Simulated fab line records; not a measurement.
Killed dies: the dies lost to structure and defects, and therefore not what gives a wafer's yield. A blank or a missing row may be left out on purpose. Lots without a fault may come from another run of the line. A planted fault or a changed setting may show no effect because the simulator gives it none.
The same fault as seen by 2 desks | flow n5Finfet | each desk holds nothing but its own numbers, with what lay behind them at the end

METROLOGY DESK
What the gauges read, lot by lot, whatever tool the lot ran on: means of the sampled wafers that have a number. A lot is out of limits, marked OUT, if its mean lies more than 4 standard deviations from the usual mean; the brackets give that distance.
Columns: A = M12_RS at N5_BEOL_M12_RS_MEAS_54, usual 0.0597 ohm/sq; B = cdNm at N5_BEOL_M13_CD_MEAS_10, usual 190.2 nm
lot  | first seen here | A      | B
L189 | day 12 12:15    | 0.0597 | 188.0
L194 | day 13 22:46    | 0.0591 | 190.4
L198 | day 14 11:58    | 0.0597 | 190.6
L199 | day 14 22:53    | 0.0598 | 191.0
L207 | day 16 15:07    | 0.0595 | 189.8
L206 | day 16 15:26    | 0.0587 | 190.2
L208 | day 16 17:44    | 0.0601 | 190.7
L209 | day 17 03:02    | 0.0604 | 190.4
L210 | day 18 00:02    | 0.0600 | 189.6
L212 | day 18 23:38    | 0.0603 | 191.3
This desk's finding: nothing out of limits on any of the 10 lots.

TOOL OWNER'S DESK, rieDiel-02
The tool's own readings at N5_BEOL_M13_ETCH_59 (etches BARC in N2/H2, target depth 89 nm, overetch 26.7 nm, time 67.9 s): means of the sampled wafers that have a number, for each lot that ran on this tool. A lot is out of limits, marked OUT, if its mean lies more than 4 standard deviations from the usual mean; the brackets give that distance.
Columns: A = drypumpMotorCurrentA at N5_BEOL_M13_ETCH_59, usual 5.8 A; B = oesProductAu at N5_BEOL_M13_ETCH_59, usual 0.68 a.u.; C = rfVppV at N5_BEOL_M13_ETCH_59, usual 523.1 V; D = runLengthS at N5_BEOL_M13_ETCH_59, usual 91.4 s; E = showerheadPlenumPTorr at N5_BEOL_M13_ETCH_59, usual 2.51 Torr; F = throttleValvePct at N5_BEOL_M13_ETCH_59, usual 17.76 %
lot  | first seen here | A   | B    | C     | D              | E    | F
L194 | day 13 23:31    | 5.5 | 0.67 | 522.4 | 91.0           | 2.52 | 17.69
L198 | day 14 12:44    | 5.7 | 0.68 | 523.7 | 91.2           | 2.57 | 17.81
L199 | day 14 23:32    | 5.7 | 0.79 | 523.9 | 78.7 (-24) OUT | 2.57 | 17.86
L206 | day 16 16:19    | 6.1 | 0.77 | 524.6 | 79.0 (-23) OUT | 2.59 | 17.82
L212 | day 19 00:28    | 5.6 | 0.65 | 524.4 | 90.9           | 2.55 | 17.72
This desk finds L199, L206 out of limits, L199 being first, at day 14 23:32 (runLengthS at N5_BEOL_M13_ETCH_59). In limits: L194, L198, L212.

ALL TOGETHER
On L199, L206, at day 14 23:32, an alarm was possible from the tool owner's desk.
Metrology desk: nothing out of limits seen.
The metrology desk holds a record of L199, L206, inside its limits.
The lots listed all ran N5_BEOL_M13_ETCH_59 on rieDiel-02.

WHAT HAD BEEN PUT IN BY THE SIMULATOR
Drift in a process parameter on rieDiel-02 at N5_BEOL_M13_ETCH_59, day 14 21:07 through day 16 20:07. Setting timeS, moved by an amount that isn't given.
Lots struck among those shown: L199, L206.
Hours from the fault's start to each desk's first reading out of limits: the tool owner's desk, 2.
